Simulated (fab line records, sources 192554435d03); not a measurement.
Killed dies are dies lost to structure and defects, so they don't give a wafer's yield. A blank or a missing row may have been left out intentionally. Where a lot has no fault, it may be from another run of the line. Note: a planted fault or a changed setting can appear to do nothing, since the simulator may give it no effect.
fab line records    flow n5-finfet
record: lots: 8  wafers: 24  last-day: 19
route steps=1938 shown MOL_CONTACT_COAG@578 BEOL_M4@1111 PASSIVATION@1936
lots untouched by any fault: they come from a run of this same line in which no faults occurred
start-h: hours from the record's first day to the start of the lot's first wafer shown    wait-h: time in hours since the lot's previous step    " repeats the value in the row above    L1.1+2: several wafers, shown together as one row    - no value, or no start given    * or withheld: withheld    < > ~ a bound
route shown NAME@n: names a module that has steps shown in the file, with the first one's number in the route    usual: mean/standard deviation of fault-free wafers    same: alike in all rows    chamber/n: place in a boat    sites: the reading at each site    _std_site: standard deviation across them    _edge_site: outer sites' mean less inner sites'    radius-mm: how far each site lies from the wafer's centre    mask NAME#n: copy n    behind: the tool/chamber that last shaped the wafer    hold: cause of the lot's hold/its duration in hours/its outcome    device: whichever transistor did not switch (one of n, p or np)    end of line: at the end of the route, the tests of the same wafers    where a step has no rows: the recipe by itself    killed: the dies lost at the first sort to structure and to defects; this is not the yield of the wafer    map: a wafer's dies, marking killed ones x, the rest . and places with no die _
set.NAME: setting as actually run; set.NAME@STEP: the setting as run at that earlier step    model.NAME: the simulator's own value behind a step, which no gauge read
the route's steps for a sample of lots (tables are steps, rows are wafers)
services: the hour from which a tool's chamber was out of use, counted from the record's first day as start-h (under 0 if before that day), plus the number of hours and why
== steps ==
step: N5_MOL_CONTACT_COAG_ETCH_90
recipe: chemistry: CF4  target: SiARC  target-depth-a: 130  mask-material: CAR-EUV  time-s: 21.7  ion-energy-ev: 80  pressure-mtorr: 40  source-w: 545  bias-w: 36  Ar_flow_sccm: 100  cf4-flow-sccm: 100  ends: cleared
usual: drypump-motor-current-A: 5.8/0.42  etch-rf-on-time-s: 22.2/0.71  oes-product-au: 0.62/0.04  rf-vpp-V: 184.1/1.2  showerhead-plenum-p-Torr: 2.13/0.071  throttle-valve-pct: 15.73/0.22
lot.wafer  tool         chamber  start-h  wait-h  drypump-motor-current-A  etch-rf-on-time-s  oes-product-au  rf-hours-counter-h  rf-vpp-V  showerhead-plenum-p-Torr  throttle-valve-pct
L638.2     rie-diel-04  1        105.66   0.0     5.3                      22.8               0.61            189                 186.2     2.23                      16.01
L638.4     "            3        "        "       5.7                      21.9               0.60            186                 184.5     2.21                      15.96
L638.5     "            2        "        "       6.1                      21.4               0.65            -                   183.4     2.05                      15.42
L640.2     rie-diel-05  2        116.62   0.0     5.6                      22.1               0.63            175                 185.4     2.21                      15.45
L640.3     "            0        "        "       5.6                      23.0               0.60            185                 184.9     2.13                      15.94
L640.6     "            0        "        "       5.6                      22.9               0.60            -                   185.4     2.13                      15.96
L641.1     rie-diel-05  0        122.56   0.0     5.6                      22.8               0.61            187                 183.4     2.13                      15.97
L641.2     "            1        "        "       6.5                      23.3               0.58            213                 182.0     2.04                      15.83
L641.6     "            0        "        "       5.6                      23.1               0.60            -                   184.1     2.13                      15.97
L645.3     rie-diel-05  2        150.47   0.0     5.5                      21.5               0.63            186                 185.4     2.21                      15.46
L645.5     "            0        "        "       5.6                      23.0               0.59            -                   184.2     2.12                      16.00
L645.6     "            3        "        "       6.1                      21.5               0.66            -                   184.4     2.14                      15.71
L647.1     rie-diel-04  0        159.54   0.0     5.6                      21.9               0.68            76                  183.5     2.09                      15.29
L647.4     "            1        "        "       5.3                      22.7               0.60            207                 183.8     2.22                      16.06
L647.5     "            3        "        "       5.7                      21.6               0.60            -                   185.4     2.21                      16.00
L648.4     rie-diel-04  0        169.11   0.0     5.6                      22.0               0.68            -                   183.1     2.09                      15.30
L648.5     "            3        "        "       5.7                      21.9               0.60            -                   184.8     2.21                      16.01
L648.6     "            2        "        "       6.0                      21.4               0.63            -                   182.2     2.04                      15.49
L651.2     rie-diel-05  2        186.34   0.0     5.5                      21.7               0.63            201                 185.8     2.21                      15.51
L651.3     "            1        "        "       6.5                      22.9               0.57            235                 182.8     2.03                      15.87
L651.4     "            3        "        "       6.1                      21.6               0.64            166                 184.8     2.14                      15.75
L659.2     rie-diel-04  1        230.46   0.0     5.3                      23.1               0.58            228                 185.4     2.21                      16.09
L659.3     "            3        "        "       5.7                      22.4               0.58            230                 184.5     2.20                      16.05
L659.6     "            2        "        "       6.1                      21.6               0.62            -                   181.9     2.03                      15.50
step: N5_MOL_CONTACT_COAG_ETCHBACK_135
recipe: chemistry: CHF3  target: SiO2  target-depth-a: 250  time-s: 16.7  ion-energy-ev: 200  pressure-mtorr: 30  source-w: 610  bias-w: 170  Ar_flow_sccm: 200  CHF3_flow_sccm: 50
usual: drypump-motor-current-A: 5.8/0.44  oes_ar_750_au: 0.73/0.048  oes_f_703_au: 0.73/0.052  oes-product-au: 0.73/0.051  rf-vpp-V: 527/9.1  showerhead-plenum-p-Torr: 2.38/0.081  throttle-valve-pct: 18.81/0.25
lot.wafer  tool         chamber  start-h  wait-h  drypump-motor-current-A  oes_ar_750_au  oes_f_703_au  oes-product-au  rf-hours-counter-h  rf-vpp-V  showerhead-plenum-p-Torr  throttle-valve-pct
L638.2     rie-diel-05  2        106.05   0.0     5.5                      0.75           0.74          0.75            172                 528       2.45                      18.44
L638.4     "            3        "        "       6.1                      0.78           0.79          0.77            139                 526       2.38                      18.78
L638.5     "            2        "        "       5.5                      0.75           0.75          0.75            -                   528       2.45                      18.45
L640.2     rie-diel-05  2        117.03   0.0     5.5                      0.75           0.75          0.73            175                 526       2.45                      18.45
L640.3     "            1        "        "       6.5                      0.69           0.68          0.67            212                 527       2.27                      18.98
L640.6     "            1        "        "       6.5                      0.69           0.68          0.67            -                   526       2.28                      18.99
L641.1     rie-diel-02  1        122.98   0.0     5.8                      0.73           0.71          0.71            183                 522       2.45                      18.85
L641.2     "            0        "        "       5.8                      0.70           0.70          0.70            224                 527       2.27                      18.71
L641.6     "            2        "        "       6.4                      0.86           0.86          0.86            -                   537       2.52                      18.59
L645.3     rie-diel-04  3        150.95   0.0     5.7                      0.71           0.71          0.70            201                 526       2.46                      19.10
L645.5     "            2        "        "       6.1                      0.75           0.75          0.75            -                   515       2.28                      18.63
L645.6     "            3        "        "       5.7                      0.71           0.70          0.71            -                   525       2.46                      19.10
L647.1     rie-diel-02  1        159.92   0.0     5.8                      0.70           0.70          0.71            194                 520       2.45                      18.84
L647.4     "            0        "        "       5.8                      0.70           0.68          0.69            236                 527       2.26                      18.72
L647.5     "            2        "        "       6.4                      0.85           0.86          0.86            -                   538       2.52                      18.63
L648.4     rie-diel-05  3        169.47   0.0     6.1                      0.77           0.76          0.75            159                 527       2.37                      18.80
L648.5     "            0        "        "       5.6                      0.70           0.69          0.70            -                   540       2.36                      19.11
L648.6     "            1        "        "       6.5                      0.67           0.67          0.66            -                   526       2.27                      19.02
L651.2     rie-diel-02  2        187.09   0.0     6.4                      0.84           0.84          0.83            69                  537       2.51                      18.64
L651.3     "            0        "        "       5.8                      0.69           0.68          0.69            245                 527       2.26                      18.75
L651.4     "            3        "        "       4.9                      0.70           0.71          0.71            217                 539       2.34                      18.70
L659.2     rie-diel-04  0        230.89   0.0     5.6                      0.76           0.77          0.77            102                 507       2.30                      18.38
L659.3     "            3        "        "       5.8                      0.68           0.69          0.68            230                 525       2.45                      19.16
L659.6     "            1        "        "       5.3                      0.69           0.68          0.69            -                   528       2.46                      19.18
step: N5_MOL_CONTACT_COAG_EXPOSE_37
recipe: mask-id: VD  na: 0.33  source-shape: annular  sigma-inner: 0.3  sigma-outer: 0.7  polarization: unpolarized  defocus-nm: 0  dose-mj: 62
same: na: 0.33  sigma-outer: 0.7
lot.wafer   tool            chamber  start-h  wait-h  mask
L638.2+4+5  euv-scanner-01  0        106.60   -       VD#0
L640.2+3+6  euv-scanner-02  0        117.71   -       VD#0
L641.1+2+6  euv-scanner-02  0        123.52   -       VD#0
L645.3+5+6  euv-scanner-01  0        151.52   -       VD#0
L647.1+4+5  euv-scanner-02  0        160.59   -       VD#0
L648.4+5+6  euv-scanner-02  0        170.06   -       VD#0
L651.2+3+4  euv-scanner-01  0        187.68   -       VD#0
L659.2+3+6  euv-scanner-01  0        231.56   -       VD#0
step: N5_MOL_CONTACT_COAG_OVL_MEAS_41
recipe: points-per-wafer: 522
usual: VD_OVL: 0.3/0.62
lot.wafer  tool        chamber  start-h  wait-h  VD_OVL[nm]
L638.2     overlay-02  0        106.77   0.0     1.0
L638.4     "           0        "        "       1.4
L638.5     "           0        "        "       1.0
L640.2     overlay-02  0        117.88   0.0     1.3
L640.3     "           0        "        "       -0.7
L640.6     "           0        "        "       1.2
L641.1     overlay-01  0        123.70   0.0     0.6
L641.2     "           0        "        "       0.8
L641.6     "           0        "        "       0.3
L645.3     overlay-02  0        151.69   0.0     0.0
L645.5     "           0        "        "       -0.3
L645.6     "           0        "        "       1.3
L647.1     overlay-02  0        160.76   0.0     5.1
L647.4     "           0        "        "       4.4
L647.5     "           0        "        "       5.0
L648.4     overlay-02  0        170.22   0.0     5.5
L648.5     "           0        "        "       6.1
L648.6     "           0        "        "       6.0
L651.2     overlay-01  0        187.86   0.0     -0.3
L651.3     "           0        "        "       0.6
L651.4     "           0        "        "       -0.3
L659.2     overlay-01  0        231.74   0.0     -0.8
L659.3     "           0        "        "       -0.6
L659.6     "           0        "        "       0.4
step: N5_MOL_CONTACT_COAG_ALD_133
recipe: material: SiO2  target-thk-a: 50  temp-c: 100  ald-precursor-family: BDEAS  ald-co-reactant: O2-plasma  pulse-time-s: 1  co-reactant-pulse-time-s: 1  purge-time-s: 2  co-reactant-purge-time-s: 2  ald-cycles: 35  pressure-torr: 2
usual: heater-power-w: 81/6.7  precursor-pulse-height-rel: 0.998/0.02
lot.wafer  tool        chamber  start-h  wait-h  heater-power-w  precursor-pulse-height-rel
L638.2     ald-sin-02  2        107.17   0.2     82              0.998
L638.4     "           1        "        "       89              1.023
L638.5     "           0        "        "       84              1.000
L640.2     ald-sin-03  1        118.69   0.1     82              1.014
L640.3     "           2        "        "       77              1.020
L640.6     "           3        "        "       81              0.996
L641.1     ald-sin-02  3        123.94   0.1     80              0.989
L641.2     "           1        "        "       88              1.036
L641.6     "           3        "        "       81              1.029
L645.3     ald-sin-01  2        152.18   0.1     77              0.973
L645.5     "           2        "        "       75              0.978
L645.6     "           1        "        "       84              1.020
L647.1     ald-sin-03  3        160.99   0.1     80              0.966
L647.4     "           2        "        "       78              1.048
L647.5     "           0        "        "       68              0.992
L648.4     ald-sin-03  2        171.48   1.1     75              1.004
L648.5     "           3        "        "       81              1.002
L648.6     "           0        "        "       70              0.979
L651.2     ald-sin-03  0        188.23   0.1     71              0.964
L651.3     "           3        "        "       81              0.980
L651.4     "           1        "        "       83              1.022
L659.2     ald-sin-03  0        231.97   0.1     69              1.001
L659.3     "           1        "        "       84              1.023
L659.6     "           0        "        "       70              1.005
step: N5_BEOL_M4_RC_MEAS_101
usual: DIBL_N: 36.6/1.9  DIBL_P: 36.7/2.2  IOFF_N: 0.16/0.035  IOFF_P: 0.22/0.038  ION_N: 672/14  ION_P: 462/8.3  SS_N: 71.6/0.65  SS_P: 73.5/0.72  VT_N: 250/3.5  VT_P: -250/3.1
lot.wafer  tool       chamber  start-h  wait-h  DIBL_N[mV/V]  DIBL_P[mV/V]  IOFF_N[nA/um]  IOFF_P[nA/um]  ION_N[uA/um]  ION_P[uA/um]  SS_N[mV/dec]  SS_P[mV/dec]  VT_N[mV]  VT_P[mV]
L638.2     prober-02  0        202.64   0.2     37.8          36.2          0.15           0.21           666           459           71.6          72.7          250       -249
L638.4     "          0        "        "       42.0          40.1          0.27           0.27           682           458           73.9          74.7          245       -249
L638.5     "          0        "        "       34.8          33.9          0.13           0.18           680           468           71.1          72.6          252       -251
L641.1     prober-02  0        207.69   0.0     36.5          36.7          0.15           0.19           653           448           71.6          73.3          254       -258
L641.2     "          0        "        "       34.4          34.7          0.12           0.16           667           453           71.0          72.7          254       -257
L641.6     "          0        "        "       33.4          32.6          0.11           0.14           650           442           70.7          71.6          257       -257
L640.2     prober-02  0        213.24   0.2     35.1          35.1          0.14           0.18           679           466           71.7          72.6          252       -252
L640.3     "          0        "        "       36.8          37.9          0.16           0.22           668           460           71.1          74.0          253       -251
L640.6     "          0        "        "       35.6          36.8          0.15           0.21           680           469           70.9          72.8          250       -249
L645.3     prober-01  0        238.77   0.3     36.2          36.5          0.14           0.21           674           459           71.4          73.3          256       -252
L645.5     "          0        "        "       36.9          37.1          0.16           0.23           673           467           71.7          74.2          251       -245
L645.6     "          0        "        "       35.3          35.5          0.13           0.20           674           465           71.0          73.5          251       -250
L648.4     prober-01  0        254.94   0.5     32.7          34.8          0.12           0.18           655           459           70.9          72.7          252       -252
L648.5     "          0        "        "       36.4          38.2          0.18           0.23           670           466           72.2          73.1          249       -249
L648.6     "          0        "        "       33.4          34.6          0.12           0.18           665           460           71.6          72.6          253       -252
L647.1     prober-02  0        257.28   0.0     34.1          33.4          0.13           0.17           650           448           71.7          72.8          254       -253
L647.4     "          0        "        "       33.8          32.8          0.12           0.16           656           454           71.4          72.9          256       -253
L647.5     "          0        "        "       33.7          32.6          0.12           0.16           642           439           71.3          72.9          258       -251
L651.2     prober-02  0        279.73   0.2     34.9          35.8          0.13           0.18           671           456           72.0          73.1          253       -253
L651.3     "          0        "        "       36.9          37.6          0.18           0.22           673           454           72.6          73.7          250       -250
L651.4     "          0        "        "       36.8          38.6          0.17           0.24           672           463           71.8          73.5          249       -248
L659.2     prober-02  0        319.81   0.2     38.0          37.2          0.19           0.26           699           472           71.8          73.5          249       -244
L659.3     "          0        "        "       39.0          39.1          0.23           0.31           682           467           71.8          74.1          245       -244
L659.6     "          0        "        "       37.8          36.6          0.18           0.25           674           463           72.4          73.6          248       -245
step: N5_PASSIVATION_PROBE_49
usual: defect-limited-yield: 91.6/1.4  killed_at_M0_to_M3: 35/10  killed_at_M4_up: 13/4.8  killed-at-contacts: 12/7.2  killed-at-front-end: 36/12  killed-at-other: 4/3.1  killed-dies: 100/17  killed-open: 66/13  killed-short: 32/7.3  sort_bin_4_leakage: 0.00/0.0099  sort_bin_5_function: 5.0/0.94  sort_bin_6_memory: 3.1/0.67  sort_bin_8_speed: 0.01/0.047  sort-n-pass: 1080/17  sort-yield-pct: 91.6/1.4
same: gross-dies: 1180  killed-at-back-side: 0
lot.wafer  tool       chamber  start-h  wait-h  defect-limited-yield[%]  killed_at_M0_to_M3  killed_at_M4_up  killed-at-contacts  killed-at-front-end  killed-at-other  killed-dies  killed-open  killed-short  sort_bin_4_leakage[%]  sort_bin_5_function[%]  sort_bin_6_memory[%]  sort_bin_8_speed[%]  sort-n-pass  sort-yield-pct[%]
L640.2     prober-02  -        323.42   0.1     89.7                     52                  14               11                  42                   2                121          90           30            0                      6.8                     3.2                   0                    1059         89.7
L640.3     prober-02  -        323.47   0.1     89.9                     59                  7                10                  41                   2                119          78           40            0                      6.4                     3.3                   0                    1061         89.9
L640.6     prober-02  -        323.62   0.3     91.1                     38                  12               13                  39                   3                105          71           33            0                      5.5                     3.1                   0                    1075         91.1
L645.3     prober-02  -        371.47   0.1     91.0                     27                  16               12                  50                   1                106          78           26            0                      4.9                     3.6                   0                    1074         91.0
L645.5     prober-02  -        371.57   0.2     89.7                     34                  20               10                  52                   6                122          88           32            0                      5.6                     4.4                   0                    1058         89.7
L645.6     prober-02  -        371.62   0.3     90.9                     23                  20               6                   56                   2                107          78           28            0                      4.2                     4.7                   0                    1073         90.9
L648.4     prober-02  -        376.90   0.2     87.4                     44                  12               57                  23                   13               149          67           32            0                      6.9                     3.3                   0                    1031         87.4
L648.5     prober-02  -        376.95   0.2     81.2                     36                  17               138                 24                   7                222          61           32            0                      11.1                    3.6                   0                    958          81.2
L648.6     prober-02  -        377.00   0.3     76.0                     38                  17               177                 41                   10               283          78           38            0                      12.6                    3.6                   0                    897          76.0
L647.1     prober-01  -        389.60   0.0     89.1                     37                  7                42                  39                   4                129          61           39            0                      5.8                     3.6                   0                    1051         89.1
L647.4     prober-01  -        389.75   0.2     88.5                     31                  7                40                  52                   6                136          68           36            0                      6.4                     3.2                   0                    1044         88.5
L647.5     prober-01  -        389.80   0.2     87.4                     30                  25               67                  26                   1                149          65           29            0                      7.3                     2.9                   0.17                 1029         87.2
L651.2     prober-02  -        407.22   0.1     93.5                     22                  16               12                  23                   4                77           53           24            0                      3.5                     2.6                   0                    1103         93.5
L651.3     prober-02  -        407.27   0.1     92.7                     32                  18               15                  19                   2                86           60           26            0                      4.2                     3.0                   0                    1094         92.7
L651.4     prober-02  -        407.32   0.2     92.4                     29                  20               11                  27                   3                90           61           29            0                      4.4                     3.2                   0                    1090         92.4
killed by level:class
L640.2 BEOL_M3:geometric-particle:open=17 BEOL_M2:geometric-particle:open=13 FIN_SAQP:geometric-particle:open=10 MOL_CONTACT_COAG:geometric-particle:open=8 DUMMY_GATE:geometric-particle:open=6 BEOL_M1:geometric-particle:open=6 BEOL_M4:geometric-particle:open=5 BEOL_M6:geometric-particle:open=5
L640.3 BEOL_M3:geometric-particle:open=17 BEOL_M1:geometric-particle:open=14 FIN_SAQP:geometric-particle:open=8 BEOL_M2:geometric-particle:open=8 STI_FIN_REVEAL:geometric-particle:open=7 GATE_CUT:geometric-particle:short=7 MOL_CONTACT_COAG:geometric-particle:open=7 BEOL_M3:geometric-particle:short=5
L640.6 FIN_SAQP:geometric-particle:open=14 MOL_CONTACT_COAG:geometric-particle:open=9 FIN_SAQP:geometric-particle:short=7 BEOL_M4:geometric-particle:open=7 BEOL_M1:geometric-particle:open=6 BEOL_M2:geometric-particle:open=6 BEOL_M0_SAQP:geometric-particle:open=5 BEOL_M0_SAQP:geometric-particle:short=5
L645.3 STI_FIN_REVEAL:geometric-particle:open=17 MOL_CONTACT_COAG:geometric-particle:open=10 BEOL_M2:geometric-particle:open=7 BEOL_M4:geometric-particle:open=7 FIN_SAQP:geometric-particle:short=6 FIN_SAQP:geometric-particle:open=6 DUMMY_GATE:geometric-particle:open=4 BEOL_M0:geometric-particle:open=4
L645.5 STI_FIN_REVEAL:geometric-particle:open=13 BEOL_M4:geometric-particle:open=12 DUMMY_GATE:geometric-particle:open=11 MOL_CONTACT_COAG:geometric-particle:open=9 BEOL_M1:geometric-particle:open=9 FIN_SAQP:geometric-particle:short=7 BEOL_M2:geometric-particle:short=6 FIN_SAQP:geometric-particle:open=5
L645.6 STI_FIN_REVEAL:geometric-particle:open=20 BEOL_M4:geometric-particle:open=14 BEOL_M2:geometric-particle:open=8 FIN_SAQP:geometric-particle:short=7 ILD0:geometric-particle:open=5 BEOL_M0_SAQP:geometric-particle:open=5 FIN_SAQP:geometric-particle:open=4 STI_FIN_REVEAL:geometric-particle:short=4
L648.4 MOL_CONTACT_COAG:overlay=50 BEOL_M0_SAQP:geometric-particle:open=10 BEOL_M3:geometric-particle:open=9 FIN_SAQP:geometric-particle:open=8 BEOL_M2:geometric-particle:open=6 MIM_TOP_ETCH:geometric-particle:open=6 BEOL_M3:geometric-particle:short=5 MOL_CONTACT_COAG:geometric-particle:open=4
L648.5 MOL_CONTACT_COAG:overlay=129 BEOL_M2:geometric-particle:open=9 BEOL_M3:geometric-particle:open=8 MOL_CONTACT_COAG:geometric-particle:open=7 FIN_SAQP:geometric-particle:open=6 GATE_CUT:geometric-particle:short=5 BEOL_M0_SAQP:geometric-particle:open=5 BEOL_M4:geometric-particle:short=5
L648.6 MOL_CONTACT_COAG:overlay=167 FIN_SAQP:geometric-particle:open=13 MOL_CONTACT_COAG:geometric-particle:open=8 BEOL_M3:geometric-particle:open=8 BEOL_M0_SAQP:geometric-particle:short=7 BEOL_M0_SAQP:geometric-particle:open=7 FIN_SAQP:geometric-particle:short=6 STI_FIN_REVEAL:geometric-particle:open=6
L647.1 MOL_CONTACT_COAG:overlay=29 BEOL_M0_SAQP:geometric-particle:open=9 BEOL_M0_SAQP:geometric-particle:short=9 FIN_SAQP:geometric-particle:short=8 MOL_CONTACT_COAG:geometric-particle:open=8 BEOL_M1:geometric-particle:open=8 FIN_SAQP:geometric-particle:open=7 STI_FIN_REVEAL:geometric-particle:open=7
L647.4 MOL_CONTACT_COAG:overlay=32 STI_FIN_REVEAL:geometric-particle:open=16 DUMMY_GATE:geometric-particle:open=9 BEOL_M1:geometric-particle:open=9 MOL_CONTACT_COAG:geometric-particle:open=8 BEOL_M0_SAQP:geometric-particle:short=7 FIN_SAQP:geometric-particle:short=5 FIN_SAQP:geometric-particle:open=5
L647.5 MOL_CONTACT_COAG:overlay=55 BEOL_M1:geometric-particle:open=11 MOL_CONTACT_COAG:geometric-particle:open=9 BEOL_M4:geometric-particle:open=9 DUMMY_GATE:geometric-particle:open=6 FIN_SAQP:geometric-particle:open=5 BEOL_M0_SAQP:geometric-particle:short=5 BEOL_M2:geometric-particle:open=5
L651.2 MOL_CONTACT_COAG:geometric-particle:open=9 BEOL_M0_SAQP:geometric-particle:short=8 BEOL_M1:geometric-particle:open=6 BEOL_M4:geometric-particle:open=6 BEOL_M0_SAQP:geometric-particle:open=4 FIN_SAQP:geometric-particle:open=3 FIN_CUT:geometric-particle:open=3 STI_FIN_REVEAL:geometric-particle:open=3
L651.3 MOL_CONTACT_COAG:geometric-particle:open=15 BEOL_M4:geometric-particle:open=11 BEOL_M0_SAQP:geometric-particle:short=8 BEOL_M0_SAQP:geometric-particle:open=6 BEOL_M0:geometric-particle:open=5 BEOL_M2:geometric-particle:open=5 FIN_SAQP:geometric-particle:open=4 STI_FIN_REVEAL:geometric-particle:short=3
L651.4 BEOL_M4:geometric-particle:open=14 MOL_CONTACT_COAG:geometric-particle:open=10 BEOL_M0_SAQP:geometric-particle:open=9 BEOL_M1:geometric-particle:open=6 FIN_SAQP:geometric-particle:short=5 BEOL_M2:geometric-particle:open=5 BEOL_M0_SAQP:geometric-particle:short=4 STARTING-WAFER:geometric-particle:short=4
== services ==
tool            chamber  start-h  hours  kind
ald-sin-03      -        85.25    14.0   pm
ald-sin-03      0        85.25    14.0   vent-cycle
ald-sin-01      0        93.11    4.9    repair
euv-scanner-02  -        97.97    9.7    repair
euv-scanner-02  -        108.63   1.0    pm
euv-scanner-01  -        109.81   4.6    pm
ald-sin-01      -        112.30   2.8    pm
euv-scanner-01  -        115.36   0.7    repair
rie-diel-05     -        117.75   0.6    repair
euv-scanner-01  -        122.95   0.6    repair
euv-scanner-01  -        124.22   3.0    repair
rie-diel-05     -        126.84   0.3    repair
euv-scanner-01  -        131.67   1.0    pm
rie-diel-04     0        146.11   2.5    repair
ald-sin-02      3        163.38   5.8    repair
euv-scanner-02  -        164.78   1.0    pm
euv-scanner-02  -        176.37   1.6    repair
ald-sin-02      -        177.80   14.0   pm
euv-scanner-02  -        185.36   4.6    pm
euv-scanner-01  -        189.96   1.0    pm
euv-scanner-01  -        196.49   12.0   pm
ald-sin-03      -        209.92   6.1    pm
ald-sin-02      -        213.91   6.0    pm
euv-scanner-02  -        220.93   1.0    pm
== key ==
first-sign: step: N5_MOL_CONTACT_COAG_OVL_MEAS_41  reading: VD_OVL  direction: up  sigmas: 8.2  usual: 0.3  struck: 5.4
effect: step: N5_PASSIVATION_PROBE_49  reading: killed-at-contacts  direction: up  sigmas: 10  usual: 12  struck: 87
more-kills-born-at: N5_MOL_CONTACT_COAG_EXPOSE_37@euv-scanner-02: 462
met-at N5_MOL_CONTACT_COAG_EXPOSE_37
struck-lots L647,L648
not-acting-at N5_MOL_CONTACT_COAG_ETCH_90,N5_MOL_CONTACT_COAG_ETCHBACK_135,N5_MOL_CONTACT_COAG_ALD_133
onset-between 123.52 160.59
fault: kind: scanner-matching-overlay  tool: euv-scanner-02  chamber: -  onset-h: 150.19  steps: N5_MOL_CONTACT_COAG_EXPOSE_37  offset: 4.8241
